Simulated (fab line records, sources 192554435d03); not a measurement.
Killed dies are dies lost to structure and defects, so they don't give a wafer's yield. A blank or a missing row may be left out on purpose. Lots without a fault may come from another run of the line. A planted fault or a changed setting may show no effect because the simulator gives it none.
Chamber matching | flow n5_finfet | N5_BEOL_M11_DESCUM_16 on rie_diel-04: 4 sister chambers
The step chemistry O2, time 7.9 s. 8 wafers are shown with their chamber, then 7 later ones without.

WAFERS WITH THEIR CHAMBER
wafer  | chamber | throttle_valve_pct (%) | drypump_motor_current_A (A)
L088.1 | 3       | 19.92                  | 5.3
L088.2 | 1       | 20.49                  | 5.3
L088.4 | 0       | 20.48                  | 5.2
L093.4 | 0       | 20.51                  | 5.2
L093.5 | 1       | 20.51                  | 5.2
L093.6 | 2       | 20.70                  | 6.2
L090.2 | 2       | 20.71                  | 6.3
L090.3 | 3       | 19.94                  | 5.3

WAFERS WITHOUT THEIR CHAMBER
wafer  | throttle_valve_pct (%) | drypump_motor_current_A (A)
L090.4 | 20.51                  | 5.2
L095.1 | 20.50                  | 5.2
L095.4 | 20.73                  | 6.2
L095.5 | 19.95                  | 5.2
L097.1 | 19.96                  | 5.3
L097.3 | 20.52                  | 5.2
L097.5 | 20.51                  | 5.3

WHICH CHAMBER EACH WENT THROUGH
wafer  | from the rows above     | in truth
L090.4 | can't be placed: 0 or 1 | 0
L095.1 | can't be placed: 0 or 1 | 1
L095.4 | 2                       | 2
L095.5 | 3                       | 3
L097.1 | 3                       | 3
L097.3 | can't be placed: 0 or 1 | 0
L097.5 | can't be placed: 1 or 0 | 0
Placed correctly: 3 of 7. Can't be placed from these rows: 4 (the true chamber is among the candidates in 4). Placed wrongly: 0.
How it was worked out, from the rows above alone: a wafer's distance from a chamber is the root of the sum, over the readings, of the square of ((its reading less the chamber's mean) divided by the reading's scatter). The wafer belongs to the nearest chamber; if the next one is less than 2 further off, it can't be placed. A chamber's mean is the mean of its shown wafers. The scatter: the root of (the sum of the squares of (reading less its chamber's mean) over the shown wafers, divided by (wafers less chambers)).
